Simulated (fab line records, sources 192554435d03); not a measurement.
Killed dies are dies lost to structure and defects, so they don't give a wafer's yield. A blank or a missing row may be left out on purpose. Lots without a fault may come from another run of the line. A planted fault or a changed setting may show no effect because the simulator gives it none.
Split-lot experiment | flow n5_finfet | 7 lots, 39 wafers read, on a route of 1938 steps

THE SPLIT
At N5_BEOL_M12_ILD_DEP_00 (deposits SiOC from DEMS/O2, target thk 658.92 nm, time 130.7 s), the setting target_thk_a was moved away from the recipe's 6589.2 angstrom on 9 of the 39 wafers read, by -40.5% to +17.8%. The other wafers ran this setting at the recipe's value.

FROM THE SPLIT TO THE READING: what the file shows between them, 6 steps
- N5_BEOL_M12_THK_MEAS_01
- N5_BEOL_M12_COAT_58: time 60 s, resist thk 89 nm
- N5_BEOL_M12_COAT_04: resist thk 400 nm
- N5_BEOL_M12_DESCUM_15: chemistry O2, time 7.9 s
- N5_BEOL_M12_ETCH_59: etches BARC in N2/H2, target depth 89 nm, overetch 26.7 nm, time 67.9 s
- N5_BEOL_M12_VIA_ETCH_16: etches SiOC in C4F8/O2/Ar, target depth 724.8 nm

THE READING
oes_product_au, in a.u., at N5_BEOL_M12_STRIP_63 (strips in N2/H2). Fault-free wafers of this fab line usually give 0.693 a.u., standard deviation 0.0049 a.u..

wafer  | tool, chamber at the split | target_thk_a as run, angstrom | against the recipe | oes_product_au, a.u. | against lot-mates on the recipe
L075.1 | pecvd-03, 2                | 7760                          | +17.8%             | 0.690                | -0.008
L075.2 | pecvd-03, 1                | 6589.2                        | recipe             | 0.700                | -
L075.3 | pecvd-03, 0                | 6589.2                        | recipe             | 0.699                | -
L075.4 | pecvd-03, 1                | 6589.2                        | recipe             | 0.694                | -
L075.5 | pecvd-03, 2                | 7760                          | +17.8%             | 0.683                | -0.015
L075.6 | pecvd-03, 0                | 7760                          | +17.8%             | 0.684                | -0.014
L082.1 | pecvd-03, 1                | 6589.2                        | recipe             | 0.696                | -
L082.2 | pecvd-03, 0                | 6589.2                        | recipe             | 0.694                | -
L082.3 | pecvd-03, 2                | 6589.2                        | recipe             | 0.700                | -
L082.4 | pecvd-03, 1                | 6589.2                        | recipe             | 0.691                | -
L082.5 | pecvd-03, 2                | 6589.2                        | recipe             | 0.686                | -
L082.6 | pecvd-03, 0                | 6589.2                        | recipe             | 0.687                | -
L083.2 | pecvd-04, 0                | 6589.2                        | recipe             | 0.689                | -
L083.3 | pecvd-04, 1                | 6589.2                        | recipe             | 0.697                | -
L083.4 | pecvd-04, 0                | 6589.2                        | recipe             | 0.695                | -
L084.1 | pecvd-03, 2                | 3922                          | -40.5%             | 0.797                | +0.104
L084.2 | pecvd-03, 0                | 3922                          | -40.5%             | 0.798                | +0.105
L084.3 | pecvd-03, 1                | 3922                          | -40.5%             | 0.787                | +0.094
L084.4 | pecvd-03, 2                | 6589.2                        | recipe             | 0.692                | -
L084.5 | pecvd-03, 0                | 6589.2                        | recipe             | 0.699                | -
L084.6 | pecvd-03, 1                | 6589.2                        | recipe             | 0.688                | -
L085.1 | pecvd-01, 2                | 4158                          | -36.9%             | 0.760                | +0.067
L085.2 | pecvd-01, 0                | 6589.2                        | recipe             | 0.691                | -
L085.3 | pecvd-01, 1                | 4158                          | -36.9%             | 0.777                | +0.084
L085.4 | pecvd-01, 1                | 6589.2                        | recipe             | 0.695                | -
L085.5 | pecvd-01, 2                | 4158                          | -36.9%             | 0.766                | +0.073
L085.6 | pecvd-01, 0                | 6589.2                        | recipe             | 0.693                | -
L090.1 | pecvd-04, 1                | 6589.2                        | recipe             | 0.693                | -
L090.2 | pecvd-04, 2                | 6589.2                        | recipe             | 0.692                | -
L090.3 | pecvd-04, 0                | 6589.2                        | recipe             | 0.690                | -
L090.4 | pecvd-04, 1,2              | 6589.2                        | recipe             | 0.689                | -
L090.5 | pecvd-04, 0                | 6589.2                        | recipe             | 0.692                | -
L090.6 | pecvd-04, 1,2              | 6589.2                        | recipe             | 0.686                | -
L093.1 | pecvd-04, 0                | 6589.2                        | recipe             | 0.691                | -
L093.2 | pecvd-04, 1                | 6589.2                        | recipe             | 0.688                | -
L093.3 | pecvd-04, 2                | 6589.2                        | recipe             | 0.690                | -
L093.4 | pecvd-04, 0                | 6589.2                        | recipe             | 0.696                | -
L093.5 | pecvd-04, 2                | 6589.2                        | recipe             | 0.696                | -
L093.6 | pecvd-04, 1                | 6589.2                        | recipe             | 0.692                | -
Where a row lists several chambers, the file gives one row for several wafers and doesn't say which wafer went through which chamber.

THE FIT
A straight line over all 39 wafers: oes_product_au changes by -0.00204 a.u. for each +1% of target_thk_a; r = -0.95; the points scatter about the line by 0.01 a.u..
The same after taking each lot's own level away (the mean of its wafers on the recipe; 39 wafers): -0.00207 a.u. for each +1%; r = -0.96; scatter 0.009 a.u..
On that fit, the largest move of target_thk_a shifts the reading by 0.084 a.u..
The lots' own levels span 0.6903 to 0.6977 a.u., that is 1.5 times the standard deviation above.
So the lot-to-lot level changes the slope little: the two slopes agree.
Check: with one of the wafers moved furthest among these (-40.5%) left out of the fit, the line predicts +0.0836 a.u. for it against its lot-mates. It came out at +0.104 a.u. against them.

OTHER SPLITS ON THESE WAFERS
These wafers also went through other splits before the reading. Each is held against what the fit with the lots' levels taken away leaves over:
other split on the same wafers    | wafers away from the commonest value | r with oes_product_au (lot level and that fit taken away)
N5_BEOL_M10_TRENCH_ETCH_37 time_s | 9                                    | -0.15

THE WHOLE CHAIN: every reading that the file lists as answering this split, in the file's order
step                    | what it does                                                   | reading                                                                             | change (the file's fit)                   | r (the file's)
N5_BEOL_M12_ILD_DEP_00  | deposits SiOC from DEMS/O2, target thk 658.92 nm, time 130.7 s | SiOC_of_BEOL_M12_ILD_DEP_00.thk_nm (the simulator's own value, which no gauge read) | +6.78 nm for each +1% of the setting      | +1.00
N5_BEOL_M12_THK_MEAS_01 |                                                                | M12_ILD_THK                                                                         | +6.78 for each +1% of the setting         | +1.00
N5_BEOL_M12_VIA_ETCH_16 | etches SiOC in C4F8/O2/Ar, target depth 724.8 nm               | etch.depth_nm (the simulator's own value, which no gauge read)                      | +6.78 nm for each +1% of the setting      | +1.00
N5_BEOL_M12_VIA_ETCH_16 | etches SiOC in C4F8/O2/Ar, target depth 724.8 nm               | coat_of_BEOL_M12_COAT_04.thk_nm (the simulator's own value, which no gauge read)    | -2.02 nm for each +1% of the setting      | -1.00
N5_BEOL_M12_STRIP_63    | strips in N2/H2                                                | oes_product_au                                                                      | -0.00214 a.u. for each +1% of the setting | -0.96
N5_BEOL_M12_STRIP_63    | strips in N2/H2                                                | strip_time_to_endpoint_s                                                            | withheld for each +1% of the setting      | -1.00

THE FILE'S OWN FIT
oes_product_au changes by -0.00214 a.u. for each +1% of target_thk_a, r = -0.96.
